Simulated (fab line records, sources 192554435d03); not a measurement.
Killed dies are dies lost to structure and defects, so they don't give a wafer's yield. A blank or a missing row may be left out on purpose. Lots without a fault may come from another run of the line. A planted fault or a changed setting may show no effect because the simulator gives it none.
Chamber matching | flow n5_finfet | N5_BEOL_M0_CUTY_ETCH_63 on rie_diel-05: 4 sister chambers
The step etches SOC in N2/H2, target depth 82.7 nm, overetch 16.5 nm, time 124 s. 24 wafers are shown with their chamber, then 12 later ones without.

WAFERS WITH THEIR CHAMBER
wafer  | chamber | drypump_motor_current_A (A) | showerhead_plenum_p_Torr (Torr) | throttle_valve_pct (%)
L074.1 | 3       | 5.1                         | 2.51                            | 17.72
L074.2 | 0       | 5.3                         | 2.36                            | 18.14
L074.3 | 1       | 6.6                         | 2.42                            | 18.32
L074.4 | 2       | 5.4                         | 2.41                            | 17.85
L074.5 | 3       | 5.1                         | 2.51                            | 17.72
L074.6 | 2       | 5.5                         | 2.41                            | 17.83
L077.1 | 2       | 5.4                         | 2.41                            | 17.88
L077.2 | 0       | 5.3                         | 2.36                            | 18.17
L077.4 | 3       | 5.1                         | 2.50                            | 17.72
L078.1 | 2       | 5.5                         | 2.41                            | 17.86
L078.2 | 0       | 5.3                         | 2.36                            | 18.16
L078.6 | 0       | 5.3                         | 2.36                            | 18.17
L080.2 | 0       | 5.3                         | 2.36                            | 18.17
L080.3 | 3       | 5.1                         | 2.50                            | 17.75
L080.4 | 1       | 6.6                         | 2.74                            | 17.91
L083.3 | 2       | 5.5                         | 2.40                            | 17.88
L083.4 | 1       | 6.6                         | 2.74                            | 17.94
L083.5 | 1       | 6.6                         | 2.74                            | 17.94
L084.1 | 3       | 5.1                         | 2.50                            | 17.75
L084.2 | 2       | 5.5                         | 2.40                            | 17.88
L084.5 | 1       | 6.6                         | 2.74                            | 17.94
L089.2 | 0       | 5.3                         | 2.35                            | 18.22
L089.4 | 1       | 6.6                         | 2.73                            | 17.96
L089.6 | 3       | 5.1                         | 2.49                            | 17.77

SIGNATURES (means of the wafers above)
reading                  | chamber 0 | chamber 1 | chamber 2 | chamber 3 | scatter within a chamber
drypump_motor_current_A  | 5.300     | 6.600     | 5.467     | 5.100     | 0.0258
showerhead_plenum_p_Torr | 2.3583    | 2.6850    | 2.4067    | 2.5017    | 0.0651
throttle_valve_pct       | 18.1717   | 18.0017   | 17.8633   | 17.7383   | 0.0809
Rule: a wafer's distance from a chamber is the root of the sum, over the readings, of the square of ((its reading less the chamber's mean) divided by the reading's scatter). The wafer belongs to the nearest chamber; if the next one is less than 2 further off, it can't be placed. The scatter: the root of (the sum of the squares of (reading less its chamber's mean) over the shown wafers, divided by (wafers less chambers)).

WAFERS WITHOUT THEIR CHAMBER
wafer  | drypump_motor_current_A (A) | showerhead_plenum_p_Torr (Torr) | throttle_valve_pct (%)
L091.4 | 6.6                         | 2.73                            | 17.99
L091.5 | 5.3                         | 2.35                            | 18.23
L091.6 | 5.1                         | 2.49                            | 17.77
L093.1 | 5.3                         | 2.34                            | 18.23
L093.3 | 6.6                         | 2.73                            | 17.97
L093.4 | 5.3                         | 2.34                            | 18.23
L096.1 | 5.1                         | 2.49                            | 17.80
L096.4 | 6.6                         | 2.72                            | 17.98
L096.5 | 6.6                         | 2.73                            | 17.98
L097.1 | 5.1                         | 2.49                            | 17.80
L097.4 | 6.6                         | 2.72                            | 17.99
L097.6 | 5.1                         | 2.49                            | 17.80

WHICH CHAMBER EACH WENT THROUGH
wafer  | from the rows above | in truth
L091.4 | 1                   | 1
L091.5 | 0                   | 0
L091.6 | 3                   | 3
L093.1 | 0                   | 0
L093.3 | 1                   | 1
L093.4 | 0                   | 0
L096.1 | 3                   | 3
L096.4 | 1                   | 1
L096.5 | 1                   | 1
L097.1 | 3                   | 3
L097.4 | 1                   | 1
L097.6 | 3                   | 3
Placed correctly: 12 of 12. Can't be placed from these rows: 0. Placed wrongly: 0.
